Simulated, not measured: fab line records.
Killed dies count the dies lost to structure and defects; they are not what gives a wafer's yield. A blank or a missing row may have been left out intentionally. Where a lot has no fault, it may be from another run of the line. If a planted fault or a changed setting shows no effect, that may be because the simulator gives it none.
Chamber matching :: flow n5-finfet :: cvd-co-02 running N5_BEOL_M4_PRE_CLEAN_60: 3 sister chambers
The step time 15 s. 14 wafers are shown with their chamber, then 7 later ones without.

## EACH WAFER AND ITS CHAMBER
wafer: L724.3
chamber: 1
heater-power-w (W): 90

wafer: L724.4
chamber: 2
heater-power-w (W): 84

wafer: L724.6
chamber: 0
heater-power-w (W): 75

wafer: L725.1
chamber: 0
heater-power-w (W): 74

wafer: L725.2
chamber: 1
heater-power-w (W): 89

wafer: L725.5
chamber: 2
heater-power-w (W): 82

wafer: L726.1
chamber: 2
heater-power-w (W): 83

wafer: L726.3
chamber: 1
heater-power-w (W): 89

wafer: L726.6
chamber: 1
heater-power-w (W): 89

wafer: L732.3
chamber: 2
heater-power-w (W): 83

wafer: L732.5
chamber: 0
heater-power-w (W): 75

wafer: L732.6
chamber: 2
heater-power-w (W): 84

wafer: L733.2
chamber: 2
heater-power-w (W): 83

wafer: L733.5
chamber: 0
heater-power-w (W): 74

SIGNATURES, as means of the wafers listed above
reading: heater-power-w
chamber 0: 74.50
chamber 1: 89.25
chamber 2: 83.17
scatter within a chamber: 0.645
Rule: a wafer's distance from a chamber is the root of the sum, over the readings, of the square of ((its reading less the chamber's mean) divided by the reading's scatter). The wafer belongs to the nearest chamber; if the next one is less than 2 further off, it can't be placed. The scatter is the square root of a quotient: the sum, over the shown wafers, of each reading's squared deviation from its chamber's mean, divided by wafers minus chambers.

## WAFERS MISSING THEIR CHAMBER
wafer: L733.6
heater-power-w (W): 84

wafer: L744.4
heater-power-w (W): 87

wafer: L744.5
heater-power-w (W): 89

wafer: L744.6
heater-power-w (W): 77

wafer: L746.2
heater-power-w (W): 86

wafer: L746.3
heater-power-w (W): 89

wafer: L746.6
heater-power-w (W): 84

## WHICH CHAMBER EACH ONE RAN IN
wafer: L733.6
from the rows above: 2
in truth: 2

wafer: L744.4
from the rows above: 1
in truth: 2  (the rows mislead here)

wafer: L744.5
from the rows above: 1
in truth: 1

wafer: L744.6
from the rows above: 0
in truth: 0

wafer: L746.2
from the rows above: can't be placed: 2 or 1
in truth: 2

wafer: L746.3
from the rows above: 1
in truth: 1

wafer: L746.6
from the rows above: 2
in truth: 2
Placed correctly: 5 of 7. These rows do not allow placing 1 (true chamber among the candidates in 1). Placed wrongly: 1.
